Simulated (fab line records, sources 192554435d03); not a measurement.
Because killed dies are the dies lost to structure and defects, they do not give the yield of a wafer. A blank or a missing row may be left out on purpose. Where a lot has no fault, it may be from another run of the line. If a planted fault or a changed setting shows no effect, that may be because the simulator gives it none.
Split-lot study	flow n5-finfet	21 wafers read from 7 lots, route of 1938 steps

ABOUT THE SPLIT
At N5_BEOL_M7_COAT_71 (time 60 s, resist thk 5 nm), the setting spin-rpm was moved away from the recipe's 1500 rpm on 7 of the 21 wafers read, by -7.9% to +5.3%. This setting was run at the recipe's value on the other wafers.

FROM SPLIT TO READING: 1 step shown by the file between the two
- N5_BEOL_M7_DESCUM_33: chemistry O2, time 7 s (also split here: time-s)

THE READING
etch.depth-nm (the simulator's own value, which no gauge read), in nm, at N5_BEOL_M7_ETCH_72 (etches underlayer in N2/H2, target depth 6.5 nm, time 5.2 s). There is no usual value for it anywhere in the file. The 14 wafers here that ran the recipe average 5.010 nm, standard deviation 0.011 nm.

wafer	tool, chamber at the split	spin-rpm as run, rpm	against the recipe	etch.depth-nm, nm	against lot-mates on the recipe
L074.4	litho-track-05, 0	1500	recipe	5.001	-
L074.5	litho-track-05, 0	1381	-7.9%	5.223	+0.216
L074.6	litho-track-05, 0	1500	recipe	5.013	-
L078.3	litho-track-02, 0	1500	recipe	5.023	-
L078.4	litho-track-02, 0	1500	recipe	5.003	-
L078.6	litho-track-02, 0	1500	recipe	5.002	-
L083.3	litho-track-02, 0	1500	recipe	5.01	-
L083.4	litho-track-02, 0	1500	recipe	5	-
L083.5	litho-track-02, 0	1500	recipe	5.036	-
L085.2	litho-track-02, 0	1500	recipe	5.021	-
L085.3	litho-track-02, 0	1579	+5.3%	4.891	-0.130
L085.6	litho-track-02, 0	1579	+5.3%	4.891	-0.130
L088.1	litho-track-02, 0	1407	-6.2%	5.155	+0.167
L088.2	litho-track-02, 0	1407	-6.2%	5.14	+0.152
L088.5	litho-track-02, 0	1500	recipe	4.988	-
L091.1	litho-track-02, 0	1563	+4.2%	4.911	-0.104
L091.3	litho-track-02, 0	1500	recipe	5.015	-
L091.4	litho-track-02, 0	1563	+4.2%	4.929	-0.086
L092.4	litho-track-04, 0	1500	recipe	5.012	-
L092.5	litho-track-04, 0	1500	recipe	5.008	-
L092.6	litho-track-04, 0	1500	recipe	5.007	-

FIT RESULTS
A straight line over all 21 wafers: etch.depth-nm changes by -0.0234 nm for each +1% of spin-rpm; r = -0.99; the points scatter about the line by 0.013 nm.
The same after taking each lot's own level away (the mean of its wafers on the recipe; 21 wafers): -0.0254 nm for each +1%; r = -0.99; scatter 0.0096 nm.
On that fit, the largest move of spin-rpm shifts the reading by 0.2 nm.
Measured against the standard deviation above, the lots' own levels, which go from 4.9880 to 5.0210 nm, span 2.9 times it.
The two slopes agree, so the slope changes little with the lot-to-lot level.
Check: with one of the wafers moved furthest among these (-7.9%) left out of the fit, the line predicts +0.198 nm for it against its lot-mates. Against them it came out at +0.216 nm.

OTHER SPLITS APPLIED TO THESE WAFERS
These wafers also went through other splits before the reading. Each is held against what the fit with the lots' levels taken away leaves over:
other split on the same wafers	wafers away from the commonest value	r with etch.depth-nm (lot level and that fit taken away)
N5_BEOL_M3_COAT_05 spin-rpm	3	-0.13
N5_BEOL_M3_SPUTTER_48 time-s	6	+0.13
N5_BEOL_M3_SPUTTER_86 time-s	7	+0.35
N5_BEOL_M5_PECVD_70 temp-c	7	-0.11
N5_BEOL_M6_ETCH_66 bias-w	6	-0.18
N5_BEOL_M7_DESCUM_33 time-s	8	+0.03

THE FILE'S OWN FIT
etch.depth-nm changes by -0.0258 nm for each +1% of spin-rpm, r = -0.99.
